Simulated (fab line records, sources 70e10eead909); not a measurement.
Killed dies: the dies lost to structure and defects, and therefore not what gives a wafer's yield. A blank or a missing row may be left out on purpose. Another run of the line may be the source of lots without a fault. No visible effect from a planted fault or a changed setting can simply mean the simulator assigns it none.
fab line records	flow nandHarc
[record] lots = 12	wafers = 36	lastDay = 33
route steps=1302 shown A_ZERO_WELL@405 A_ONON_D1@424 END@1302
lots with no fault: from the same line, run without faults
startH: start of the lot's first displayed wafer, in hours after the record's first day	waitH: hours elapsed since this lot's preceding step	" identical to the entry in the row above	L1.1+2: several wafers, shown together as one row	- no value, or no start given	* or withheld: withheld	< > ~ a bound
route shown NAME@n: names a module that has steps shown in the file, with the first one's number in the route	usual: mean/standard deviation taken from wafers without a fault	same: alike in all rows	chamber/n: place in a boat	sites: the reading at each site	_std_site: the standard deviation of these	_edge_site: the outer-site mean with the inner-site mean subtracted	radiusMm: for every site, how far away it sits from the centre of the wafer	mask NAME#n: copy n	behind: the tool/chamber that last shaped the wafer	hold: the reason the lot was held/the length of the hold in hours/how it ended	device: which transistor (n, p or np) failed to switch	end of line: tests run on the same wafers once the route is complete	a step with no rows: only its recipe	killed: at the first sort, the dies lost to defects and structure; wafer yield is something else	map: shows each die of a wafer: x if killed, . if not, _ if none is there
set.NAME: setting as actually run; set.NAME@STEP: the setting as run at that earlier step	model.NAME: the simulator's own value behind a step, which no gauge read
a sample of lots followed through the steps of the route, with each step as a table and each wafer as a row
services: when a tool's chamber went out of use (startH, in hours from the record's first day, below 0 if earlier), for how many hours, and the reason
[[steps]]
[step NHARC_A_ZERO_WELL_ETCH_13]
[recipe] targetDepthA = 1200	timeS = 40.1	hbrFlowSccm = 150	cl2FlowSccm = 50	rfW = 400	icpW = 400	biasW = 100	chemistry = HBr/Cl2
[usual] drypumpMotorCurrentA = 5.8/0.45	hbrFlowSccm = 150.0/0.46	heBacksideLeakSccm = 2.69/0.25	oesProductAu = 0.999/0.0095	throttleValvePct = 26.405/0.0092
lot.wafer	tool	chamber	startH	waitH	drypumpMotorCurrentA	hbrFlowSccm	heBacksideLeakSccm	oesProductAu	rfHoursCounterH	throttleValvePct
L327.2	rieSi-02	2	145.54	-	5.0	149.5	2.36	0.995	0.2	26.389
L327.1	"	1	"	"	5.6	149.6	2.59	1.000	0.3	26.418
L327.6	"	3	"	"	5.6	150.7	3.02	1.011	-	26.402
L328.4	rieSi-02	2	151.26	-	4.9	149.2	2.39	0.985	0.3	26.386
L328.2	"	3	"	"	5.6	149.7	2.85	0.993	0.2	26.398
L328.3	"	0	"	"	5.7	149.7	2.69	0.988	0.3	26.400
L329.1	rieSi-05	1	156.06	-	6.2	150.0	2.75	0.993	0.1	26.400
L329.2	"	3	"	"	5.6	150.1	2.82	1.013	0.1	26.420
L329.5	"	0	"	"	6.2	150.2	2.79	1.017	-	26.386
L330.2	rieSi-02	0	174.00	-	5.7	149.6	2.68	1.005	0.4	26.415
L330.4	"	3	"	"	5.6	150.1	2.89	1.017	0.4	26.396
L330.6	"	1	"	"	5.6	150.5	2.60	0.987	-	26.406
L331.2	rieSi-04	1	181.29	-	5.9	150.7	2.50	1.005	0.0	26.392
L331.3	"	2	"	"	6.0	150.2	2.57	0.999	0.0	26.423
L331.6	"	1	"	"	5.9	150.1	2.45	1.008	-	26.406
L332.1	rieSi-04	0	186.13	-	6.8	149.9	2.74	1.004	0.1	26.403
L332.2	"	1	"	"	5.9	149.5	2.48	1.017	0.1	26.406
L332.5	"	2	"	"	6.0	150.5	2.60	1.015	-	26.411
L334.3	rieSi-04	3	203.57	-	5.8	150.1	2.30	0.989	0.1	26.401
L334.1	"	2	"	"	6.0	149.1	2.63	1.004	0.2	26.401
L334.6	"	3	"	"	5.8	150.2	2.35	0.993	-	26.395
L335.3	rieSi-02	3	213.43	-	5.6	149.6	2.93	1.006	0.6	26.409
L335.1	"	2	"	"	4.9	150.7	2.48	0.994	0.7	26.401
L335.5	"	0	"	"	5.7	150.1	2.68	1.010	-	26.406
L336.2	rieSi-05	3	227.93	-	5.6	150.4	2.82	1.002	0.6	26.397
L336.1	"	1	"	"	6.2	150.6	3.08	0.986	0.6	26.403
L336.5	"	0	"	"	6.2	150.3	2.75	0.999	-	26.405
L347.1	rieSi-05	1	338.82	-	6.2	151.0	2.91	1.000	0.2	26.407
L347.3	"	2	"	"	5.7	150.3	2.84	0.996	0.2	26.408
L347.6	"	1	"	"	6.2	149.9	2.93	0.996	-	26.408
L348.1	rieSi-05	1	349.96	-	6.2	150.8	3.06	1.008	0.3	26.402
L348.4	"	2	"	"	5.7	150.4	2.88	1.014	0.3	26.411
L348.5	"	2	"	"	5.7	150.7	2.88	0.998	-	26.402
L350.4	rieSi-05	2	370.05	-	5.7	150.2	2.80	0.999	0.4	26.413
L350.2	"	3	"	"	5.6	150.1	2.75	0.990	0.3	26.404
L350.5	"	2	"	"	5.7	149.7	2.80	0.999	-	26.413
[step NHARC_A_ZERO_WELL_RTA_16]
[recipe] tempC = 1000	timeS = 10
[usual] lampPowerPct = 30.5/1.6	lamp_zone_5_pct = 30.5/1.6	wafer_temp_C_max = 1003.5/0.99
lot.wafer	tool	chamber	startH	waitH	lampPowerPct	lamp_zone_5_pct	wafer_temp_C_max
L327.1	rtpAnneal-01	0	146.44	-	31.4	31.4	1004.5
L327.2	"	0	"	"	31.5	31.4	1003.6
L327.6	"	0	"	"	31.5	31.5	1003.8
L328.2	rtpAnneal-01	0	152.31	-	31.4	31.4	1002.1
L328.3	"	0	"	"	31.4	31.4	1002.3
L328.4	"	0	"	"	31.4	31.4	1002.7
L329.1	rtpAnneal-01	0	157.19	-	31.4	31.3	1002.6
L329.2	"	0	"	"	31.4	31.4	1004.3
L329.5	"	0	"	"	31.4	31.4	1003.1
L330.2	rtpAnneal-02	0	175.08	-	27.7	27.6	1004.2
L330.4	"	0	"	"	27.6	27.7	1004.3
L330.6	"	0	"	"	27.6	27.6	1004.1
L331.2	rtpAnneal-01	0	182.20	-	31.4	31.5	1002.1
L331.3	"	0	"	"	31.4	31.4	1003.2
L331.6	"	0	"	"	31.4	31.4	1002.5
L332.1	rtpAnneal-01	0	187.02	-	31.4	31.4	1003.7
L332.2	"	0	"	"	31.4	31.4	1002.5
L332.5	"	0	"	"	31.4	31.5	1003.4
L334.1	rtpAnneal-02	0	204.50	-	27.6	27.6	1006.7
L334.3	"	0	"	"	27.6	27.6	1006.7
L334.6	"	0	"	"	27.5	27.6	1004.5
L335.1	rtpAnneal-01	0	214.34	-	31.4	31.5	1003.0
L335.3	"	0	"	"	31.4	31.5	1003.4
L335.5	"	0	"	"	31.4	31.4	1002.5
L336.1	rtpAnneal-02	0	228.95	-	27.6	27.6	1003.4
L336.2	"	0	"	"	27.6	27.6	1004.2
L336.5	"	0	"	"	27.6	27.6	1005.4
L347.1	rtpAnneal-01	0	339.73	-	31.4	31.4	1002.5
L347.3	"	0	"	"	31.5	31.5	1003.1
L347.6	"	0	"	"	31.3	31.4	1003.3
L348.1	rtpAnneal-01	0	350.86	-	31.3	31.4	1003.1
L348.4	"	0	"	"	31.3	31.3	1003.7
L348.5	"	0	"	"	31.4	31.3	1003.5
L350.2	rtpAnneal-01	0	370.97	-	31.4	31.4	1002.5
L350.4	"	0	"	"	31.4	31.4	1002.9
L350.5	"	0	"	"	31.4	31.3	1002.6
[step NHARC_A_ZERO_WELL_INSPECT_17]
[usual] rawDefectCount = 10/4.1
lot.wafer	tool	chamber	startH	waitH	rawDefectCount
L327.1	defectInspect-01	-	146.64	0.2	15
L327.2	"	-	"	"	16
L327.6	"	-	"	"	13
L328.2	defectInspect-01	-	152.48	0.1	16
L328.3	"	-	"	"	15
L328.4	"	-	"	"	10
L329.1	defectInspect-01	-	157.39	0.2	9
L329.2	"	-	"	"	11
L329.5	"	-	"	"	12
L330.2	defectInspect-02	-	175.25	0.1	7
L330.4	"	-	"	"	8
L330.6	"	-	"	"	12
L331.2	defectInspect-01	-	182.38	0.1	9
L331.3	"	-	"	"	14
L331.6	"	-	"	"	14
L332.1	defectInspect-01	-	187.21	0.2	7
L332.2	"	-	"	"	16
L332.5	"	-	"	"	8
L334.1	defectInspect-02	-	204.70	0.2	21
L334.3	"	-	"	"	15
L334.6	"	-	"	"	12
L335.1	defectInspect-01	-	214.54	0.2	11
L335.3	"	-	"	"	8
L335.5	"	-	"	"	10
L336.1	defectInspect-02	-	229.15	0.2	16
L336.2	"	-	"	"	8
L336.5	"	-	"	"	10
L347.1	defectInspect-02	-	339.92	0.2	12
L347.3	"	-	"	"	12
L347.6	"	-	"	"	6
L348.1	defectInspect-01	-	351.08	0.2	9
L348.4	"	-	"	"	14
L348.5	"	-	"	"	11
L350.2	defectInspect-02	-	371.14	0.1	4
L350.4	"	-	"	"	10
L350.5	"	-	"	"	8
[step NHARC_A_ONON_D1_DEP_00]
[recipe] targetThkA = 10000	n2FlowSccm = 2750	n2oFlowSccm = 2000	nh3FlowSccm = 500	sih4FlowSccm = 210	tempC = 400
[usual] sih4FlowSccm = 210.1/0.74
lot.wafer	tool	chamber	startH	waitH	sih4FlowSccm
L327.1	pecvdOnon-03	0	168.44	0.1	210.0
L327.2	"	0	"	"	210.3
L327.6	"	0	"	"	211.1
L328.2	pecvdOnon-01	0	172.12	0.1	209.9
L328.3	"	0	"	"	210.7
L328.4	"	0	"	"	210.2
L329.1	pecvdOnon-03	0	177.94	0.1	209.2
L329.2	"	0	"	"	210.3
L329.5	"	0	"	"	210.3
L330.2	pecvdOnon-01	0	196.85	0.1	210.5
L330.4	"	0	"	"	210.7
L330.6	"	0	"	"	209.9
L331.2	pecvdOnon-03	0	202.94	0.1	210.4
L331.3	"	0	"	"	210.2
L331.6	"	0	"	"	209.5
L332.1	pecvdOnon-03	0	206.98	0.1	209.2
L332.2	"	0	"	"	209.5
L332.5	"	0	"	"	210.4
L334.1	pecvdOnon-01	0	227.97	0.1	209.9
L334.3	"	0	"	"	210.1
L334.6	"	0	"	"	208.9
L335.1	pecvdOnon-02	0	240.12	0.1	209.3
L335.3	"	0	"	"	209.4
L335.5	"	0	"	"	210.2
L336.1	pecvdOnon-03	0	249.39	0.1	209.0
L336.2	"	0	"	"	210.1
L336.5	"	0	"	"	210.5
L347.1	pecvdOnon-03	0	361.64	0.1	209.6
L347.3	"	0	"	"	208.9
L347.6	"	0	"	"	208.5
L348.1	pecvdOnon-03	0	370.55	0.1	210.3
L348.4	"	0	"	"	210.5
L348.5	"	0	"	"	210.9
L350.2	pecvdOnon-02	0	391.53	0.1	209.3
L350.4	"	0	"	"	209.0
L350.5	"	0	"	"	209.1
[step NHARC_A_ONON_D1_THK_MEAS_02]
[recipe] thkMeasGauge = ellipsometry
[usual] thkNm = 1000/12
lot.wafer	tool	chamber	startH	waitH	thkNm
L327.1	filmMetro-01	-	168.95	-	1008
L327.2	"	-	"	"	1007
L327.6	"	-	"	"	1006
L328.2	filmMetro-01	-	172.57	-	989
L328.3	"	-	"	"	989
L328.4	"	-	"	"	989
L329.1	filmMetro-02	-	178.45	-	1000
L329.2	"	-	"	"	1000
L329.5	"	-	"	"	1001
L330.2	filmMetro-01	-	197.30	-	990
L330.4	"	-	"	"	988
L330.6	"	-	"	"	990
L331.2	filmMetro-01	-	203.39	-	1018
L331.3	"	-	"	"	1020
L331.6	"	-	"	"	1018
L332.1	filmMetro-02	-	207.50	-	1004
L332.2	"	-	"	"	1001
L332.5	"	-	"	"	1002
L334.1	filmMetro-02	-	228.49	-	1013
L334.3	"	-	"	"	1013
L334.6	"	-	"	"	1013
L335.1	filmMetro-02	-	240.63	-	982
L335.3	"	-	"	"	983
L335.5	"	-	"	"	984
L336.1	filmMetro-01	-	249.90	-	1016
L336.2	"	-	"	"	1017
L336.5	"	-	"	"	1016
L347.1	filmMetro-02	-	362.15	-	1471
L347.3	"	-	"	"	1468
L347.6	"	-	"	"	1470
L348.1	filmMetro-01	-	371.06	-	1470
L348.4	"	-	"	"	1470
L348.5	"	-	"	"	1470
L350.2	filmMetro-01	-	391.98	-	1008
L350.4	"	-	"	"	1007
L350.5	"	-	"	"	1007
[step NHARC_END_SORT_01]
[recipe] tempC = 25
[usual] killedAtArray = 55/20	killedAtOther = 0.7/0.96	killedAtPeriphery = 4.1/2.4	killedDies = 60/20	killedOpen = 3.3/1.9	killedShort = 2.8/1.6
[same] grossDies = 677
lot.wafer	tool	chamber	startH	waitH	killedAtArray	killedAtOther	killedAtPeriphery	killedDies	killedOpen	killedShort
L347.1	prober-01	0	761.77	2.5	674	1	2	677	5	3
L347.3	prober-01	0	763.37	3.1	672	2	3	677	1	2
L347.6	prober-01	0	765.77	4.0	674	1	2	677	2	1
L348.1	prober-02	0	782.76	2.5	672	0	5	677	6	2
L348.4	prober-02	0	785.17	3.4	675	0	2	677	3	3
L348.5	prober-02	0	785.98	3.7	675	0	2	677	2	3
// killed by level:class
L347.1 A_ONON_D1:areaDep=641 A_CHANNEL_HOLE_D1:chamberFilmFlake=14 A_SLIT:chamberFilmFlake=5 A_CONTACT:chamberFilmFlake=4 A_WL_FILL:geometricParticle:short=2 A_WL_FILL:geometricParticle:open=2 P_ZERO_WELL:geometricParticle:open=1 A_SOURCE_PLATE:geometricParticle:open=1
L347.3 A_ONON_D1:areaDep=649 A_CHANNEL_HOLE_D1:chamberFilmFlake=14 A_CONTACT:chamberFilmFlake=4 P_STI:chamberFilmFlake=2 THIN_TSV:chamberFilmFlake=2 P_M0:geometricParticle:short=1 A_CHANNEL_FILL_D2:geometricParticle:open=1 A_M1:geometricParticle:short=1
L347.6 A_ONON_D1:areaDep=644 A_CHANNEL_HOLE_D1:chamberFilmFlake=13 A_SLIT:chamberFilmFlake=6 A_CONTACT:chamberFilmFlake=3 A_CHANNEL_FILL_D2:geometricParticle:open=1 A_WL_FILL:geometricParticle:short=1 A_CONTACT:geometricParticle:open=1 P_ZERO_WELL:chamberFilmFlake=1
L348.1 A_ONON_D1:areaDep=627 A_CHANNEL_HOLE_D1:chamberFilmFlake=19 A_CONTACT:chamberFilmFlake=9 A_SLIT:chamberFilmFlake=6 P_ZERO_WELL:chamberFilmFlake=4 A_WL_FILL:geometricParticle:open=2 A_CHANNEL_FILL_D2:chamberFilmFlake=2 A_STAIRCASE:chamberFilmFlake=2
L348.4 A_ONON_D1:areaDep=628 A_CHANNEL_HOLE_D1:chamberFilmFlake=16 A_SLIT:chamberFilmFlake=10 A_CHANNEL_FILL_D2:chamberFilmFlake=7 A_STAIRCASE:chamberFilmFlake=3 A_CONTACT:chamberFilmFlake=3 P_M0:geometricParticle:open=1 A_CHANNEL_FILL_D1:geometricParticle:short=1
L348.5 A_ONON_D1:areaDep=631 A_CHANNEL_HOLE_D1:chamberFilmFlake=15 A_SLIT:chamberFilmFlake=14 A_CONTACT:chamberFilmFlake=6 A_CHANNEL_FILL_D1:geometricParticle:short=2 P_ZERO_WELL:chamberFilmFlake=2 A_CHANNEL_FILL_D2:chamberFilmFlake=2 A_STAIRCASE:chamberFilmFlake=2
[[services]]
tool	chamber	startH	hours	kind
rieSi-05	-	128.00	9.0	pm
rieSi-05	0	128.00	9.0	ventCycle
rieSi-05	1	128.00	9.0	ventCycle
rieSi-05	2	128.00	9.0	ventCycle
rieSi-05	3	128.00	9.0	ventCycle
rieSi-05	0	137.00	-	clean
rieSi-05	1	137.00	-	clean
rieSi-05	2	137.00	-	clean
rieSi-04	0	150.79	10.9	repair
rieSi-04	-	165.00	9.0	pm
rieSi-02	-	179.14	0.2	repair
pecvdOnon-02	-	185.09	13.0	pm
rieSi-05	2	194.97	5.7	repair
rieSi-04	1	196.86	12.9	repair
rieSi-04	3	197.05	4.1	repair
pecvdOnon-03	-	227.00	13.0	pm
pecvdOnon-01	-	269.00	13.0	pm
rieSi-02	-	277.00	9.0	pm
rieSi-05	-	302.72	0.8	repair
rieSi-05	-	305.00	9.0	pm
rieSi-04	2	305.96	6.5	repair
rieSi-04	-	342.00	9.0	pm
pecvdOnon-02	-	366.09	13.0	pm
rtpAnneal-01	-	372.00	12.0	pm
[[key]]
[firstSign] step = NHARC_A_ONON_D1_THK_MEAS_02	reading = thkNm	direction = up	sigmas = 39	usual = 1000	struck = 1470
[effect] step = NHARC_END_SORT_01	reading = killedDies	direction = up	sigmas = 31	usual = 60	struck = 677
[moreKillsBornAt] NHARC_A_ONON_D1_DEP_00@pecvdOnon-03 = 3820
metAt NHARC_A_ONON_D1_DEP_00
struckLots L347,L348
struckWafers L347.1,L347.3,L347.6,L348.1,L348.4,L348.5
laterRowsLeftOut L347.1,L347.3,L347.6,L348.1,L348.4,L348.5
testerLeftOut L347,L348
notActingAt NHARC_A_ZERO_WELL_ETCH_13,NHARC_A_ZERO_WELL_RTA_16,NHARC_A_ZERO_WELL_INSPECT_17
onsetBetween 249.39 361.64
[fault] kind = processParameterDrift	tool = pecvdOnon-03	chamber = 0	onsetH = 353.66	steps = NHARC_A_ONON_D1_DEP_00	channel = targetThkA	offset = *	shape = step	endH = 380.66	actsIn = *	stated = *
// testerLeftOut: of these lots the tester's yield and bins aren't shown, on N5 and GAA mostly nor the transistor test; their killed dies are dies lost to structure and defects alone, not to doping, threshold or leakage, so they don't give the yield
// laterRowsLeftOut: the simulator's readings of these wafers behind a module that went badly wrong aren't trusted and aren't shown, but for the sort
